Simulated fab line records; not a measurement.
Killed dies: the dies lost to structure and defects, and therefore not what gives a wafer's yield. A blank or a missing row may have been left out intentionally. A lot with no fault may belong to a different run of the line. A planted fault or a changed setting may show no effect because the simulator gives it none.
fab line records	flow n5_finfet
[record] lots = 6	wafers = 18	last_day = 18
route steps=1938 shown HKMG_FIN@454 GATE_CUT@465 BEOL_M4@1111 PASSIVATION@1936
lots untouched by any fault: they come from a run of this same line in which no faults occurred
start_h: start of the lot's first displayed wafer, in hours after the record's first day	wait_h: hours elapsed since this lot's preceding step	" the same as in the row above	L1.1+2: a row that stands for several wafers	- no value, or no start given	* or withheld: withheld	< > ~ a bound
route shown NAME@n: a module of which the file shows steps, and the number in the route of the first	usual: mean/standard deviation of fault-free wafers	same: alike in all rows	chamber/n: place in a boat	sites: readings site by site	_std_site: standard deviation across them	_edge_site: mean of outer sites minus mean of inner sites	radius_mm: for every site, how far away it sits from the centre of the wafer	mask NAME#n: copy n	behind: the tool/chamber that last shaped the wafer	hold: why the lot was held/for how many hours/how that ended	device: which transistor (n, p or np) failed to switch	end of line: at the end of the route, the tests of the same wafers	a step given without rows: its recipe and nothing more	killed: not the wafer's yield, but the dies lost to structure and defects at the first sort	map: shows each die of a wafer: x if killed, . if not, _ if none is there
set.NAME: setting as actually run; set.NAME@STEP: the setting as run at that earlier step	model.NAME: the simulator's own value behind a step, which no gauge read
lots at selected steps of the route; one table per step, one row per wafer
services: a tool's chamber out of use, with start hour (start_h, from the record's first day; less than 0 if before it), hours out, and reason
[[steps]]
[step N5_HKMG_FIN_ETCHBACK_68]
[recipe] chemistry = Cl2/Ar	stop_on = HfO2	target_depth_a = 5	pressure_mtorr = 10	icp_w = 600	bias_w = 60	Cl2_flow_sccm = 40	Ar_flow_sccm = 60
[usual] drypump_motor_current_A = 5.9/0.36	he_backside_leak_sccm = 3.35/0.18	mfc_ar_sccm = 60.04/0.19	mfc_cl2_sccm = 40.01/0.13	oes_product_au = 0.79/0.083	throttle_valve_pct = 20.81/0.22
lot.wafer	tool	chamber	start_h	wait_h	drypump_motor_current_A	he_backside_leak_sccm	mfc_ar_sccm	mfc_cl2_sccm	oes_product_au	rf_hours_counter_h	throttle_valve_pct
L526.2	rie_metal-02	0	77.27	0.0	6.0	3.36	60.08	40.05	0.84	21	20.59
L526.3	"	1	"	"	5.6	3.23	60.30	40.01	0.72	-	20.80
L526.5	"	0	"	"	6.0	3.42	60.47	39.92	0.80	-	20.64
L536.1	rie_metal-03	1	138.55	0.0	5.9	2.99	60.11	39.86	0.91	3	20.56
L536.2	"	0	"	"	6.0	3.52	59.75	40.31	0.62	125	21.04
L536.3	"	0	"	"	6.0	3.41	59.94	40.12	0.62	-	21.06
L537.1	rie_metal-03	1	144.91	0.0	5.9	3.50	60.15	40.10	0.91	3	20.54
L537.3	"	1	"	"	5.9	3.29	60.46	40.20	0.90	-	20.53
L537.4	"	0	"	"	6.0	3.76	59.97	40.03	0.62	-	21.06
L538.1	rie_metal-03	1	153.81	0.0	5.8	3.38	59.87	40.00	0.90	4	20.55
L538.3	"	0	"	"	6.0	3.59	59.85	40.01	0.61	-	21.06
L538.4	"	1	"	"	5.8	3.45	59.80	40.03	0.90	-	20.53
L547.2	rie_metal-02	0	202.44	0.0	6.0	3.45	60.18	40.12	0.80	32	20.63
L547.3	"	1	"	"	5.6	3.23	59.75	40.01	0.69	-	20.85
L547.6	"	1	"	"	5.6	3.19	60.07	39.95	0.69	-	20.84
L548.3	rie_metal-03	1	213.01	0.1	5.8	3.52	60.20	40.01	0.85	-	20.58
L548.5	"	1	"	"	5.8	3.44	60.00	39.85	0.86	-	20.57
L548.6	"	1	"	"	5.8	3.50	59.95	39.99	0.86	-	20.55
[step N5_HKMG_FIN_STRIP_69]
[recipe] chemistry = N2/H2	power_w = 2500	temp_c = 300	h2_frac = 0.65	time_s = 360	pressure_mtorr = withheld	n2_flow_sccm = 1750	h2_flow_sccm = 3250
[step N5_HKMG_FIN_ALD_21]
[recipe] material = TiN	target_thk_a = 15	temp_c = 400	ald_precursor_family = TiCl4	ald_co_reactant = NH3	pulse_time_s = 1	purge_time_s = 3	co_reactant_purge_time_s = 2	co_reactant_pulse_time_s = 2	ald_cycles = 68	pressure_torr = 3
[usual] heater_power_outer_w = 534/59	heater_power_w = 873/96	precursor_pulse_height_rel = 1.002/0.021
lot.wafer	tool	chamber	start_h	wait_h	heater_power_outer_w	heater_power_w	precursor_pulse_height_rel
L526.2	ald_metal-01	2	77.81	0.3	510	860	0.976
L526.3	"	1	"	"	540	890	1.010
L526.5	"	2	"	"	492	833	1.053
L536.1	ald_metal-02	0	139.08	0.3	483	809	0.961
L536.2	"	1	"	"	469	740	0.971
L536.3	"	3	"	"	568	969	0.994
L537.1	ald_metal-01	0	145.44	0.3	592	992	0.973
L537.3	"	1	"	"	534	877	1.036
L537.4	"	3	"	"	594	967	0.998
L538.1	ald_metal-02	1	154.33	0.3	465	707	1.028
L538.3	"	2	"	"	501	840	1.014
L538.4	"	0	"	"	507	828	1.006
L547.2	ald_metal-03	1	202.97	0.3	491	782	0.990
L547.3	"	0	"	"	476	741	1.004
L547.6	"	1	"	"	503	807	1.005
L548.3	ald_metal-02	3	213.58	0.1	560	989	0.988
L548.5	"	2	"	"	517	837	1.001
L548.6	"	3	"	"	588	981	1.011
[step N5_HKMG_FIN_ALD_72]
[recipe] material = W	target_thk_a = 20	temp_c = 300	pressure_torr = 7.5	ald_precursor_family = WF6	ald_co_reactant = B2H6	pulse_time_s = 1	purge_time_s = 2	co_reactant_purge_time_s = 2	co_reactant_pulse_time_s = 3	ald_cycles = 7
[step N5_HKMG_FIN_W_FILL_22]
[recipe] material = W	target_thk_a = 600	temp_c = 400	pressure_torr = 39.4	time_s = 18.2
[usual] heater_power_outer_w = 558/98	heater_power_w = 890/160	throttle_valve_pct = 19.1/0.36
lot.wafer	tool	chamber	start_h	wait_h	heater_power_outer_w	heater_power_w	throttle_valve_pct
L526.2	cvd_w-01	1	78.24	0.0	522	844	18.8
L526.3	"	1	"	"	517	841	18.8
L526.5	"	0	"	"	509	851	18.6
L536.1	cvd_w-02	1	139.50	0.0	503	760	19.0
L536.2	"	0	"	"	743	1173	19.5
L536.3	"	0	"	"	740	1152	19.6
L537.1	cvd_w-02	1	145.87	0.0	489	789	19.0
L537.3	"	0	"	"	753	1165	19.4
L537.4	"	1	"	"	487	756	18.9
L538.1	cvd_w-02	1	154.76	0.0	493	754	19.0
L538.3	"	1	"	"	489	766	19.1
L538.4	"	0	"	"	739	1146	19.5
L547.2	cvd_w-01	1	203.39	0.0	536	850	19.2
L547.3	"	0	"	"	517	865	18.7
L547.6	"	0	"	"	512	868	18.8
L548.3	cvd_w-02	0	214.01	0.0	717	1192	19.4
L548.5	"	0	"	"	760	1159	19.7
L548.6	"	1	"	"	485	765	19.3
[step N5_HKMG_FIN_PRECLEAN_83]
[recipe] chemistry = DIW	time_s = 57.5	temp_c = 23
[step N5_HKMG_FIN_SRD_84]
[recipe] dry_time_s = 32	dry = n2_spin	spin_rpm = 1500
[step N5_HKMG_FIN_CMP_23]
[recipe] stop_on = SiNx	t_overpolish_s = 10	post_cmp_clean = rinse_only	down_force_psi = 4	platen_rpm = 50.289	pad_velocity_m_s = 1.0006	target_thk_nm = 46.326
[step N5_HKMG_FIN_CMP_94]
[recipe] stop_on = SiNx	post_cmp_clean = w_dilute_nh4oh	t_overpolish_s = 4.7	down_force_psi = 4	platen_rpm = 50.289	pad_velocity_m_s = 1.0006	target_thk_nm = 43.299
[step N5_HKMG_FIN_INSPECT_28]
[recipe] inspect_instrument = darkfield	mode = post_cmp
[usual] raw_defect_count = 41/15
lot.wafer	tool	chamber	start_h	wait_h	raw_defect_count
L526.2	defect_inspect-01	-	79.06	0.0	34
L526.3	"	-	"	"	33
L526.5	"	-	"	"	26
L536.1	defect_inspect-02	-	140.32	0.0	29
L536.2	"	-	"	"	28
L536.3	"	-	"	"	74
L537.1	defect_inspect-01	-	146.69	0.0	42
L537.3	"	-	"	"	41
L537.4	"	-	"	"	50
L538.1	defect_inspect-01	-	155.58	0.0	22
L538.3	"	-	"	"	30
L538.4	"	-	"	"	41
L547.2	defect_inspect-02	-	204.86	0.0	25
L547.3	"	-	"	"	40
L547.6	"	-	"	"	47
L548.3	defect_inspect-01	-	214.82	0.0	47
L548.5	"	-	"	"	32
L548.6	"	-	"	"	62
[step N5_GATE_CUT_ETCHBACK_00]
[recipe] chemistry = SF6/Cl2	target = W	pressure_mtorr = 8	icp_w = 900	bias_w = 80	SF6_flow_sccm = 40	Cl2_flow_sccm = 60
[usual] drypump_motor_current_A = 5.9/0.31	he_backside_leak_sccm = 3.34/0.27	mfc_cl2_sccm = 60.01/0.18	oes_product_au = 0.77/0.088	throttle_valve_pct = 27.48/0.21
lot.wafer	tool	chamber	start_h	wait_h	drypump_motor_current_A	he_backside_leak_sccm	mfc_cl2_sccm	oes_product_au	rf_hours_counter_h	throttle_valve_pct
L526.2	rie_metal-02	0	79.09	0.0	6.0	3.23	59.94	0.84	21	27.26
L526.3	"	0	"	"	6.0	3.39	59.79	0.83	-	27.25
L526.5	"	1	"	"	5.6	3.15	60.02	0.72	-	27.39
L536.1	rie_metal-02	0	140.35	0.0	6.0	3.42	59.75	0.80	27	27.25
L536.2	"	1	"	"	5.6	3.21	59.86	0.71	69	27.42
L536.3	"	1	"	"	5.6	3.17	60.42	0.72	-	27.43
L537.1	rie_metal-02	0	146.73	0.0	6.0	3.39	60.07	0.81	27	27.26
L537.3	"	1	"	"	5.6	3.11	60.16	0.72	-	27.42
L537.4	"	0	"	"	5.9	3.45	59.95	0.81	-	27.26
L538.1	rie_metal-03	1	155.61	0.0	5.9	3.11	60.26	0.90	5	27.37
L538.3	"	1	"	"	5.9	3.50	60.29	0.90	-	27.35
L538.4	"	0	"	"	6.0	3.60	60.32	0.62	-	27.71
L547.2	rie_metal-03	1	204.93	0.1	5.8	3.43	60.18	0.87	-	27.40
L547.3	"	1	"	"	5.8	3.30	60.28	0.86	-	27.38
L547.6	"	1	"	"	5.8	3.24	59.96	0.87	-	27.38
L548.3	rie_metal-03	1	214.93	0.1	5.8	3.16	60.12	0.87	-	27.38
L548.5	"	1	"	"	5.8	3.38	59.88	0.86	-	27.39
L548.6	"	1	"	"	5.9	3.33	60.00	0.86	-	27.37
[step N5_GATE_CUT_ETCH_56]
[recipe] chemistry = Cl2/Ar	target = TiN	target_depth_a = 216	pressure_mtorr = 10	icp_w = 600	bias_w = 60	Cl2_flow_sccm = 40	Ar_flow_sccm = 60
[usual] drypump_motor_current_A = 5.9/0.31	he_backside_leak_sccm = 3.30/0.18	mfc_ar_sccm = 59.96/0.18	mfc_cl2_sccm = 40.02/0.13	oes_product_au = 0.78/0.09	throttle_valve_pct = 20.79/0.21
lot.wafer	tool	chamber	start_h	wait_h	drypump_motor_current_A	he_backside_leak_sccm	mfc_ar_sccm	mfc_cl2_sccm	oes_product_au	rf_hours_counter_h	throttle_valve_pct	model.etch.depth_nm
L526.2	rie_metal-02	0	79.21	0.1	6.0	3.40	59.92	40.11	0.84	21	20.59	21.73
L526.3	"	0	"	"	5.9	3.45	60.07	40.32	0.84	-	20.59	21.71
L526.5	"	1	"	"	5.6	3.10	59.85	40.26	0.74	-	20.78	22.13
L536.1	rie_metal-02	0	140.47	0.1	6.0	3.38	59.70	40.04	0.83	27	20.58	22
L536.2	"	1	"	"	5.6	3.16	59.90	56.87	0.75	69	22.79	23.25
L536.3	"	1	"	"	5.6	3.16	59.82	56.84	0.74	-	22.78	22.98
L537.1	rie_metal-02	0	146.85	0.1	6.0	3.40	59.98	39.93	0.83	27	20.59	22.09
L537.3	"	1	"	"	5.6	3.18	59.85	56.93	0.74	-	22.78	23.13
L537.4	"	0	"	"	6.0	3.40	59.80	40.13	0.82	-	20.60	21.93
L538.1	rie_metal-03	1	155.73	0.1	5.9	3.39	59.67	39.92	0.92	5	20.51	22.39
L538.3	"	1	"	"	5.9	3.50	60.05	39.86	0.92	-	20.53	22.33
L538.4	"	0	"	"	6.0	3.65	60.01	40.22	0.63	-	21.06	21.69
L547.2	rie_metal-03	1	205.16	0.2	5.8	3.23	59.92	40.06	0.88	-	20.53	22.31
L547.3	"	1	"	"	5.8	3.14	60.29	39.97	0.89	-	20.54	22.64
L547.6	"	1	"	"	5.8	3.02	60.13	39.97	0.89	-	20.53	22.38
L548.3	rie_metal-03	1	215.15	0.2	5.8	3.31	59.77	39.89	0.88	-	20.54	22.53
L548.5	"	1	"	"	5.8	3.36	60.04	40.01	0.87	-	20.54	22.44
L548.6	"	1	"	"	5.9	3.14	59.55	40.11	0.87	-	20.53	22.29
[step N5_GATE_CUT_ETCHBACK_30]
[recipe] chemistry = Cl2/Ar	target = TiN	target_depth_a = 30	mode = isotropic	pressure_mtorr = 10	icp_w = 600	bias_w = 60	Cl2_flow_sccm = 40	Ar_flow_sccm = 60
[usual] drypump_motor_current_A = 5.9/0.31	he_backside_leak_sccm = 3.31/0.14	mfc_ar_sccm = 60.00/0.18	mfc_cl2_sccm = 39.98/0.13	oes_product_au = 0.78/0.09	throttle_valve_pct = 20.79/0.21
lot.wafer	tool	chamber	start_h	wait_h	drypump_motor_current_A	he_backside_leak_sccm	mfc_ar_sccm	mfc_cl2_sccm	oes_product_au	rf_hours_counter_h	throttle_valve_pct
L526.2	rie_metal-02	0	79.30	0.1	6.0	3.42	59.87	39.94	0.84	21	20.60
L526.3	"	0	"	"	6.0	3.37	59.88	40.02	0.84	-	20.58
L526.5	"	1	"	"	5.6	3.15	59.99	39.75	0.73	-	20.80
L536.1	rie_metal-02	0	140.56	0.1	6.0	3.48	60.22	39.81	0.82	27	20.60
L536.2	"	1	"	"	5.6	3.16	59.80	40.10	0.72	69	20.82
L536.3	"	1	"	"	5.6	3.20	60.06	39.97	0.72	-	20.81
L537.1	rie_metal-02	0	146.94	0.1	5.9	3.26	59.86	39.88	0.81	27	20.59
L537.3	"	1	"	"	5.6	3.22	60.18	39.74	0.72	-	20.82
L537.4	"	0	"	"	6.0	3.33	60.04	39.97	0.82	-	20.62
L538.1	rie_metal-03	1	155.82	0.1	5.9	3.39	60.00	39.92	0.92	5	20.52
L538.3	"	1	"	"	5.8	3.40	60.07	39.97	0.92	-	20.52
L538.4	"	0	"	"	6.0	3.35	59.61	40.14	0.63	-	21.05
L547.2	rie_metal-03	1	205.32	0.1	5.9	3.46	59.88	39.96	0.89	-	20.54
L547.3	"	1	"	"	5.8	3.31	59.90	40.01	0.89	-	20.54
L547.6	"	1	"	"	5.9	3.43	59.99	40.06	0.89	-	20.53
L548.3	rie_metal-03	1	215.29	0.1	5.8	3.16	60.25	39.93	0.88	-	20.54
L548.5	"	1	"	"	5.8	3.36	59.92	39.81	0.87	-	20.53
L548.6	"	1	"	"	5.8	3.26	60.16	39.65	0.88	-	20.54
[step N5_BEOL_M4_RC_MEAS_101]
[usual] DIBL_N = 35.3/1.8	DIBL_P = 35.2/2.2	IOFF_N = 0.144/0.029	IOFF_P = 0.19/0.031	ION_N = 670/12	ION_P = 460/7.6	SS_N = 71.2/0.62	SS_P = 73.0/0.69	VT_N = 251/3.4	VT_P = -251.4/2.6
lot.wafer	tool	chamber	start_h	wait_h	DIBL_N[mV/V]	DIBL_P[mV/V]	IOFF_N[nA/um]	IOFF_P[nA/um]	ION_N[uA/um]	ION_P[uA/um]	SS_N[mV/dec]	SS_P[mV/dec]	VT_N[mV]	VT_P[mV]
L526.2	prober-01	0	171.89	0.2	37.8	37.2	0.162	0.23	676	466	71.4	73.9	250	-251.8
L526.3	"	0	"	"	40.0	38.1	0.197	0.24	681	465	72.3	74.1	250	-249.9
L526.5	"	0	"	"	36.7	35.9	0.145	0.21	668	467	71.4	73.1	253	-250.3
L536.1	prober-01	0	245.08	0.0	30.7	28.8	0.083	0.12	656	456	70.0	70.9	254	-255.6
L536.2	"	0	"	"	35.3	34.9	0.142	0.18	673	461	70.5	72.4	250	-253.6
L536.3	"	0	"	"	35.5	36.4	0.160	0.20	699	479	70.9	73.1	246	-251.4
L537.1	prober-02	0	245.57	0.0	35.0	33.5	0.117	0.18	659	461	70.2	72.9	254	-252.9
L537.3	"	0	"	"	36.1	34.5	0.134	0.19	666	456	71.6	73.2	253	-251.0
L537.4	"	0	"	"	35.9	34.3	0.125	0.18	652	449	70.7	72.4	254	-253.4
L538.1	prober-02	0	265.80	0.0	33.9	32.8	0.128	0.18	652	448	70.9	73.1	251	-251.0
L538.3	"	0	"	"	34.3	32.9	0.136	0.18	647	444	71.5	72.7	254	-250.7
L538.4	"	0	"	"	35.8	35.4	0.156	0.22	665	461	71.4	73.5	250	-249.6
L547.2	prober-02	0	318.53	0.2	36.2	37.5	0.168	0.24	690	472	72.1	73.1	248	-248.1
L547.3	"	0	"	"	33.3	32.0	0.107	0.15	662	458	70.2	72.6	253	-252.7
L547.6	"	0	"	"	37.0	36.8	0.158	0.22	681	470	71.0	73.4	248	-248.6
L548.3	prober-01	0	324.62	0.3	37.0	36.2	0.164	0.20	662	454	71.0	72.8	251	-248.7
L548.5	"	0	"	"	34.9	34.8	0.121	0.19	650	453	71.0	72.2	255	-249.4
L548.6	"	0	"	"	37.3	37.1	0.172	0.22	663	456	71.1	73.3	250	-248.1
[step N5_PASSIVATION_PROBE_49]
[usual] defect_limited_yield = 91.0/1.4	killed_at_M0_to_M3 = 36/10	killed_at_M4_up = 15/5	killed_at_contacts = 12/6.1	killed_at_front_end = 40/13	killed_at_other = 3.8/2.9	killed_dies = 106/16	killed_open = 68/12	killed_short = 35/8.2	sort_bin_5_function = 5.2/0.9	sort_bin_6_memory = 3.4/0.71	sort_bin_8_speed = 0.0/0.46	sort_n_pass = 1073/17	sort_yield_pct = 91.0/1.5
[same] gross_dies = 1180	killed_at_back_side = 0	sort_bin_4_leakage[%] = 0
lot.wafer	tool	chamber	start_h	wait_h	defect_limited_yield[%]	killed_at_M0_to_M3	killed_at_M4_up	killed_at_contacts	killed_at_front_end	killed_at_other	killed_dies	killed_open	killed_short	sort_bin_5_function[%]	sort_bin_6_memory[%]	sort_bin_8_speed[%]	sort_n_pass	sort_yield_pct[%]
L526.2	prober-01	-	282.30	0.1	92.1	31	18	11	27	6	93	53	37	4.8	2.5	0	1087	92.1
L526.3	prober-01	-	282.35	0.1	90.8	34	16	21	34	3	108	73	33	5.0	3.8	0	1072	90.8
L526.5	prober-01	-	282.45	0.2	91.8	23	9	29	28	8	97	66	28	4.9	3.0	0	1083	91.8
L536.1	prober-02	-	364.42	0.0	91.7	47	13	8	26	4	98	74	23	5.3	2.8	0	1082	91.7
L536.2	prober-02	-	364.47	0.1	90.3	50	9	21	31	4	115	77	37	5.1	4.3	0	1065	90.3
L536.3	prober-02	-	364.52	0.1	91.9	54	11	10	20	1	96	56	38	5.3	2.8	0	1084	91.9
L537.1	prober-02	-	376.77	0.0	92.3	20	10	10	49	2	91	61	26	4.1	3.6	0	1089	92.3
L537.3	prober-02	-	376.87	0.1	93.6	25	11	12	25	2	75	48	25	4.1	2.0	0	1105	93.6
// killed by level:class
L526.2 STI_FIN_REVEAL:geometric_particle:open=8 MOL_CONTACT_COAG:geometric_particle:open=7 BEOL_M0_SAQP:geometric_particle:short=6 BEOL_M5:geometric_particle:open=6 BEOL_M0_SAQP:geometric_particle:open=5 BEOL_M0:geometric_particle:open=5 BEOL_M1:geometric_particle:short=5 BEOL_M1:geometric_particle:open=5
L526.3 MOL_CONTACT_COAG:geometric_particle:open=16 STI_FIN_REVEAL:geometric_particle:open=9 BEOL_M4:geometric_particle:open=9 BEOL_M1:geometric_particle:open=8 BEOL_M2:geometric_particle:open=8 BEOL_M0_SAQP:geometric_particle:short=7 BEOL_M0_SAQP:geometric_particle:open=6 FIN_SAQP:geometric_particle:short=5
L526.5 MOL_CONTACT_COAG:geometric_particle:open=22 STI_FIN_REVEAL:geometric_particle:open=7 MOL_CONTACT_COAG:geometric_particle:short=7 BEOL_M0_SAQP:geometric_particle:open=7 ILD0:geometric_particle:open=4 BEOL_M0_SAQP:geometric_particle:short=4 PASS1_CAP:geometric_particle:open=4 STARTING-WAFER:geometric_particle:open=4
L536.1 BEOL_M2:geometric_particle:open=32 FIN_SAQP:geometric_particle:short=6 STI_FIN_REVEAL:geometric_particle:open=6 MOL_CONTACT_COAG:geometric_particle:open=5 BEOL_M4:geometric_particle:open=5 BEOL_M0_SAQP:geometric_particle:short=4 BEOL_M1:geometric_particle:open=4 BEOL_M6:geometric_particle:open=4
L536.2 MOL_CONTACT_COAG:geometric_particle:open=17 BEOL_M0_SAQP:geometric_particle:short=14 BEOL_M3:geometric_particle:open=13 BEOL_M2:geometric_particle:open=8 BEOL_M0_SAQP:geometric_particle:open=6 BEOL_M1:geometric_particle:open=6 STARTING-WAFER:geometric_particle:open=6 FIN_SAQP:geometric_particle:open=4
L536.3 BEOL_M0_SAQP:geometric_particle:short=15 BEOL_M2:geometric_particle:open=10 MOL_CONTACT_COAG:geometric_particle:open=9 BEOL_M0_SAQP:geometric_particle:open=9 BEOL_M1:geometric_particle:open=8 BEOL_M3:geometric_particle:open=5 ILD0:geometric_particle:short=3 BEOL_M1:geometric_particle:short=3
L537.1 STI_FIN_REVEAL:geometric_particle:open=12 BEOL_M0_SAQP:geometric_particle:open=11 MOL_CONTACT_COAG:geometric_particle:open=8 STARTING-WAFER:geometric_particle:open=5 FIN_SAQP:geometric_particle:open=4 STI_FIN_REVEAL:geometric_particle:short=4 GATE_CUT:geometric_particle:short=4 BEOL_M3:geometric_particle:open=4
L537.3 MOL_CONTACT_COAG:geometric_particle:open=10 BEOL_M0_SAQP:geometric_particle:short=7 FIN_SAQP:geometric_particle:short=5 DUMMY_GATE:geometric_particle:open=4 BEOL_M0_SAQP:geometric_particle:open=4 BEOL_M2:geometric_particle:open=4 BEOL_M3:geometric_particle:open=4 DUMMY_GATE:geometric_particle:short=3
[[services]]
tool	chamber	start_h	hours	kind
ald_metal-01	0	68.54	26.6	repair
rie_metal-03	-	73.29	0.4	repair
cvd_w-01	1	81.07	2.6	repair
rie_metal-03	1	90.98	-	clean
rie_metal-03	1	90.98	20.5	scheduled_down
rie_metal-03	1	90.98	20.5	vent_cycle
cvd_w-02	0	105.69	5.5	repair
ald_metal-03	3	111.82	10.4	repair
cvd_w-02	0	113.71	5.5	repair
ald_metal-03	0	116.14	6.9	repair
cvd_w-02	1	122.47	7.2	repair
ald_metal-02	2	122.63	26.2	repair
ald_metal-01	-	124.01	0.6	repair
ald_metal-01	-	125.38	2.8	pm
ald_metal-02	1	129.06	1.4	repair
ald_metal-03	-	137.82	8.7	pm
rie_metal-02	-	142.37	4.3	pm
rie_metal-02	1	154.91	5.4	repair
cvd_w-02	0	164.24	11.9	repair
cvd_w-02	0	178.79	7.1	repair
cvd_w-02	-	180.02	0.4	repair
cvd_w-02	-	189.03	6.0	pm
rie_metal-02	-	192.13	0.8	repair
rie_metal-02	-	196.48	1.2	repair
[[key]]
[first_sign] step = N5_GATE_CUT_ETCH_56	reading = mfc_cl2_sccm	direction = up	sigmas = 99+	usual = 40.02	struck = 56.88
[effect] step = N5_GATE_CUT_ETCH_56	reading = throttle_valve_pct	direction = up	sigmas = 9.5	usual = *	struck = *
[model_effect] step = N5_GATE_CUT_ETCH_56	value = etch.depth_nm	without = 22.21	struck = 23.12
met_at N5_GATE_CUT_ETCH_56
struck_wafers L536.2,L536.3,L537.3
onset_between 79.21 140.47
[fault] kind = process_parameter_drift	tool = rie_metal-02	chamber = 1	onset_h = 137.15	steps = N5_GATE_CUT_ETCH_56	channel = Cl2_flow_sccm	offset = 16.895	shape = step	end_h = 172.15	acts_in = these_recipes_only	stated = 40
